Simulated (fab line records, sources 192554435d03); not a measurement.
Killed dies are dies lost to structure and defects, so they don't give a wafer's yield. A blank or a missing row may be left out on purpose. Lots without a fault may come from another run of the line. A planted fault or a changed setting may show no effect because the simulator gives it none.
Which tool did it? | flow n5_finfet | 10 lots, 30 wafers sampled, at 5 steps of a route of 1938

WHAT THE GAUGES READ, wafer by wafer
N5_BEOL_M10_THK_MEAS_01.
lot  | measured     | on            | M10_ILD_THK (nm)
L708 | day 9 16:17  | film_metro-02 | 272 271 269
L710 | day 10 08:14 | film_metro-01 | 266 268 267
L711 | day 10 22:25 | film_metro-01 | 263 270 270
L720 | day 13 16:32 | film_metro-01 | 306 311 312
L722 | day 13 22:34 | film_metro-01 | 305 308 311
L721 | day 13 23:13 | film_metro-01 | 306 316 311
L723 | day 14 05:47 | film_metro-02 | 267 273 271
L724 | day 14 09:46 | film_metro-01 | 270 271 274
L728 | day 15 06:25 | film_metro-01 | 266 263 269
L729 | day 15 15:09 | film_metro-02 | 263 269 269

WHICH TOOL RAN EACH LOT (tool, then ch and the chambers of the sampled wafers, then the start)
lot  | N5_BEOL_M9_ALD_74                   | N5_BEOL_M9_SURFACE_TREAT_79  | N5_BEOL_M9_CMP_52             | N5_BEOL_M10_CURE_71
L708 | ald_metal-02 ch 0,1, day 9 13:55    | pvd_sputter-01, day 9 14:12  | cmp-02 ch 1,2,3, day 9 15:13  | uv_cure-02 ch 2, day 9 15:56
L710 | ald_metal-04 ch 0,2,3, day 10 05:26 | pvd_sputter-03, day 10 05:43 | cmp-02 ch 0,1,3, day 10 07:09 | uv_cure-03 ch 1, day 10 07:43
L711 | ald_metal-01 ch 0,3, day 10 19:53   | pvd_sputter-01, day 10 20:20 | cmp-01 ch 0,1,2, day 10 21:11 | uv_cure-03 ch 2, day 10 21:55
L720 | ald_metal-04 ch 0,1,3, day 13 14:03 | pvd_sputter-03, day 13 14:22 | cmp-04 ch 0,1, day 13 15:29   | uv_cure-03 ch 1, day 13 16:02
L722 | ald_metal-02 ch 0,2,3, day 13 19:50 | pvd_sputter-01, day 13 20:08 | cmp-04 ch 0,2, day 13 21:17   | uv_cure-03 ch 1, day 13 22:04
L721 | ald_metal-01 ch 0,2,3, day 13 20:10 | pvd_sputter-01, day 13 20:29 | cmp-02 ch 0,1, day 13 22:07   | uv_cure-03 ch 2, day 13 22:46
L723 | ald_metal-01 ch 0,3, day 14 03:36   | pvd_sputter-03, day 14 03:57 | cmp-01 ch 0,2,3, day 14 04:47 | uv_cure-02 ch 1, day 14 05:21
L724 | ald_metal-02 ch 0,1, day 14 07:30   | pvd_sputter-01, day 14 07:57 | cmp-01 ch 1,2,3, day 14 08:48 | uv_cure-02 ch 2, day 14 09:20
L728 | ald_metal-02 ch 0,1,3, day 15 02:40 | pvd_sputter-01, day 15 03:13 | cmp-02 ch 1,2,3, day 15 05:23 | uv_cure-01 ch 2, day 15 05:55
L729 | ald_metal-01 ch 1,2,3, day 15 12:27 | pvd_sputter-03, day 15 12:58 | cmp-01 ch 0,1, day 15 14:02   | uv_cure-02 ch 2, day 15 14:48
- N5_BEOL_M9_ALD_74: deposits TaN, target thk 2 nm, pulse time 2 s, purge time 3 s.
- N5_BEOL_M9_SURFACE_TREAT_79
- N5_BEOL_M9_CMP_52: polishes, stops on SiCOH lowk, t overpolish 7 s, target thk 140 nm.
- N5_BEOL_M10_CURE_71: cures SiCOH lowk, time 240 s.

WHAT THE TOOLS THEMSELVES READ (means of the sampled wafers that have a number; where no wafer has one, the mark that the record gives instead)
N5_BEOL_M9_ALD_74.
lot  | tool         | heater_power_w (W) | precursor_vessel_carrier_sccm (sccm)
L708 | ald_metal-02 | 431                | 1001
L710 | ald_metal-04 | 429                | 1000
L711 | ald_metal-01 | 371                | 1006
L720 | ald_metal-04 | 411                | 1000
L722 | ald_metal-02 | 448                | 999
L721 | ald_metal-01 | 397                | 1000
L723 | ald_metal-01 | 373                | 999
L724 | ald_metal-02 | 434                | 1003
L728 | ald_metal-02 | 405                | 1003
L729 | ald_metal-01 | 463                | 1000

N5_BEOL_M9_CMP_52.
lot  | tool   | barrier_field_endpoint_s (s) | edge_zone_pressure_frac | motor_current_A (A) | overpolish_run_s (s) | time_to_endpoint_s (s)
L708 | cmp-02 | 29.3                         | 0.999                   | 6.3                 | 7.005                | 67
L710 | cmp-02 | 29.3                         | 1.002                   | 6.2                 | 7.000                | 69
L711 | cmp-01 | 28.8                         | 0.998                   | 5.7                 | 6.998                | 69
L720 | cmp-04 | 30.1                         | 1.003                   | 6.2                 | 7.003                | 65
L722 | cmp-04 | 28.0                         | 1.006                   | 5.7                 | 6.995                | 62
L721 | cmp-02 | 28.9                         | 1.008                   | 5.9                 | 7.000                | 65
L723 | cmp-01 | 28.8                         | 1.002                   | 6.1                 | 6.996                | 68
L724 | cmp-01 | 29.1                         | 1.004                   | 6.2                 | 6.998                | 69
L728 | cmp-02 | 29.2                         | 1.005                   | 6.1                 | 7.002                | 66
L729 | cmp-01 | 28.4                         | 0.999                   | 5.6                 | 7.003                | 66

N5_BEOL_M10_CURE_71.
lot  | tool       | lamp_power_pct (%) | run_length_s (s) | wafer_temp_C_max
L708 | uv_cure-02 | 52.36              | 285.3            | 386.4
L710 | uv_cure-03 | 52.28              | 286.2            | 386.9
L711 | uv_cure-03 | 52.34              | 285.4            | 386.9
L720 | uv_cure-03 | -                  | -                | -
L722 | uv_cure-03 | -                  | -                | -
L721 | uv_cure-03 | -                  | -                | -
L723 | uv_cure-02 | 52.35              | 286.0            | 386.1
L724 | uv_cure-02 | 52.28              | 285.5            | 385.9
L728 | uv_cure-01 | 52.32              | 285.8            | 387.5
L729 | uv_cure-02 | 52.26              | 285.0            | 386.4

THE ANSWER, worked out from the rows above alone
Rule: what is usual is taken from the lots themselves. Put in order of their means at a reading, lots are off if they are a third of the lots or fewer, leave a main group of 4 or more, and stand apart from it by a gap of 3 or more times the standard deviation of the main group's means; of several such gaps the widest counts. A main group whose means are all the same, to the digits that the tables above print for the reading, isn't used. A lot without any number at a reading at which 4 lots or more have one is off too. The other lots that the step has rows for count as sound. The gauges are gone through in route order, then the tools' own readings, and for those a lot's mean is taken as printed above. The first step at which some lot is off is used, and at that step the reading that is off furthest; a lot without a number counts as furthest.
Off: L720, L722, L721, at N5_BEOL_M10_THK_MEAS_01 (M10_ILD_THK). The main group: mean 269 nm, standard deviation 2.1.
A tool fits if, at a process step before that reading, it ran every lot that is off, and no sound lot after the first of them. The gauges at N5_BEOL_M10_THK_MEAS_01 aren't tried: what is off there is off at N5_BEOL_M10_CURE_71 too, on other tools, and a gauge's error can't cause that. One fits: uv_cure-03 at N5_BEOL_M10_CURE_71. Its last sound lot is L711 (day 10 21:55), its first lot that is off L720 (day 13 16:02): a fault that began between those two fits.
Blank at N5_BEOL_M10_CURE_71 on the lots that are off, where sound lots have numbers: lamp_power_pct, run_length_s, wafer_temp_C_max.

WHAT THE SIMULATOR HAD PUT IN
Skipped step whole: uv_cure-03, from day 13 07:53 on, at N5_BEOL_M10_CURE_71. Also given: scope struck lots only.
Lots struck among those shown: L720, L722, L721. The rule above found the same.
